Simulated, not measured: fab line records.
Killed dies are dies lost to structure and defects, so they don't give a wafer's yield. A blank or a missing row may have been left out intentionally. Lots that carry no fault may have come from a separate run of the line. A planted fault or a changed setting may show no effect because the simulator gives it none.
A lot that was struck, set against a sound lot | flow nand-harc | 15 out of 1302 route steps
Sound: the wafers L766.2, L766.3, L766.4. Struck: wafers L778.1, L778.6. (L778.2 of the same lot was not struck and is left out.) The cause comes at the end.
For every step that has rows: the tool of each side, followed by ch and its chambers, followed by its first start. Under that, the readings that differ: sound wafers | struck wafers | difference of the means | sigmas: that difference in standard deviations of wafers without a fault.
alike: words and numbers the same on both sides, and readings whose means are apart by under 2 such deviations; not compared: readings that were withheld, readings missing a value for some wafer, numbers with overlapping values and no deviation given by the record, and bounds like >300 which may hide the same value.
A row with sigmas, a row that says differs or no value, or rows on one side alone: a step with any of these is where the two part. Numbers that have no deviation but don't overlap get no sigmas and don't part them. A reading missing from all wafers of one side parts the sides only when that side holds two or more wafers.

first, 4 steps without rows for these wafers: NHARC_P_M1_EBR_05; NHARC_P_M1_EXPOSE_06 (exposes mask P M1, target cd 130 nm); NHARC_P_M1_PEB_07 (peb time 65 s); NHARC_P_M1_DEVELOP_08 (develop time 35 s).
NHARC_P_M1_CD_MEAS_09: target cd 130 nm.
  sound on cd-sem-01 ch 0, day 7 12:44; struck on cd-sem-03 ch 0, day 12 04:46
  alike: cd-nm
NHARC_P_M1_OVL_MEAS_10: pitch 260 nm.
  sound: overlay-01 at day 7 12:49; struck: overlay-02 at day 12 04:52
  alike: overlay-x-nm, overlay-y-nm
NHARC_P_M1_INSPECT_11:
  sound: defect-inspect-01 at day 7 12:52; struck: defect-inspect-01 at day 12 04:54
  alike: raw-defect-count
NHARC_P_M1_DESCUM_14: chemistry O2, time 3 s.
  sound on rie-diel-11 ch 0,1,2, day 7 12:55; struck on rie-diel-10 ch 1, day 12 04:58
  reading               | sound             | struck      | difference | sigmas
  oes-product-au (a.u.) | 0.989 0.995 0.998 | 1.009 1.008 | +0.014     | +2
  alike: drypump-motor-current-A, o2-flow-sccm, rf-vpp-V, showerhead-plenum-p-Torr, throttle-valve-pct
  not compared: rf-hours-counter-h
NHARC_P_M1_ETCH_35: etches the open film in N2/H2, target depth 40 nm, overetch 12 nm, time 43.94 s.
  sound on rie-diel-11 ch 1,2,3, day 7 13:01; struck on rie-diel-10 ch 1,3, day 12 05:07
  alike: drypump-motor-current-A, h2-flow-sccm, oes-product-au, rf-vpp-V, showerhead-plenum-p-Torr, throttle-valve-pct
  not compared: rf-hours-counter-h
NHARC_P_M1_ETCH_15: etches the open film in C4F8/Ar, target depth 182.5 nm, time 91.2 s.
  sound: rie-diel-11 ch 1,2,3; struck: rie-diel-10 ch 0,2
  alike: oes-product-au, rf-vpp-V
  not compared: rf-hours-counter-h
NHARC_P_M1_CD_MEAS_16:
  sound: cd-sem-01 at day 7 13:14; struck: cd-sem-03 at day 12 05:19
  reading    | sound             | struck      | difference | sigmas
  cd-nm (nm) | 130.6 130.7 130.4 | 128.9 129.1 | -1.6       | -3
NHARC_P_M1_STRIP_18: strips in N2/H2.
  sound on rie-diel-10 ch 0,1,2, day 7 13:19; struck on rie-diel-11 ch 3, day 12 05:23
  reading                         | sound          | struck    | difference | sigmas
  showerhead-plenum-p-Torr (Torr) | 2.09 2.10 2.14 | 1.94 1.94 | -0.17      | -2
  alike: drypump-motor-current-A, h2-flow-sccm, oes-product-au, rf-vpp-V, throttle-valve-pct
  not compared: rf-hours-counter-h
NHARC_P_M1_ETCH_28: etches the open film in CF4/N2, target depth 30 nm, time 72.99 s.
  sound on rie-diel-10 ch 0,1,2, day 7 13:32; struck on rie-diel-11 ch 0, day 12 05:38
  reading               | sound             | struck      | difference | sigmas
  oes-product-au (a.u.) | 1.006 1.009 0.992 | 0.866 0.857 | -0.141     | -20
  alike: drypump-motor-current-A, rf-vpp-V, showerhead-plenum-p-Torr, throttle-valve-pct
  not compared: rf-hours-counter-h
then, 1 step without rows for these wafers: NHARC_P_M1_STRIP_19 (strips in post etch residue remover, time 600 s).
-- record jumps: 18 days between struck wafers' starts before vs after; left off in module P_M1, resumes in module END, first step shown is number 1302 of the route --
NHARC_END_SORT_01:
  sound on prober-02 ch 0, day 26 13:19; struck on prober-01 ch 0, day 30 04:47
  alike: defect-limited-yield, killed-at-array, killed-at-other, killed-at-periphery, killed-dies, killed-open, killed-short, sort_bin_2_pct, sort_bin_3_pct, sort_bin_4_pct, sort-n-pass, sort-rim-yield-pct, sort-yield-pct

## WHERE THEY PART
Last at NHARC_P_M1_ETCH_28 as far as this record goes, first at NHARC_P_M1_DESCUM_14. Later steps at which nothing parts them and some readings are alike: NHARC_END_SORT_01.

WHY: what the simulator had put in
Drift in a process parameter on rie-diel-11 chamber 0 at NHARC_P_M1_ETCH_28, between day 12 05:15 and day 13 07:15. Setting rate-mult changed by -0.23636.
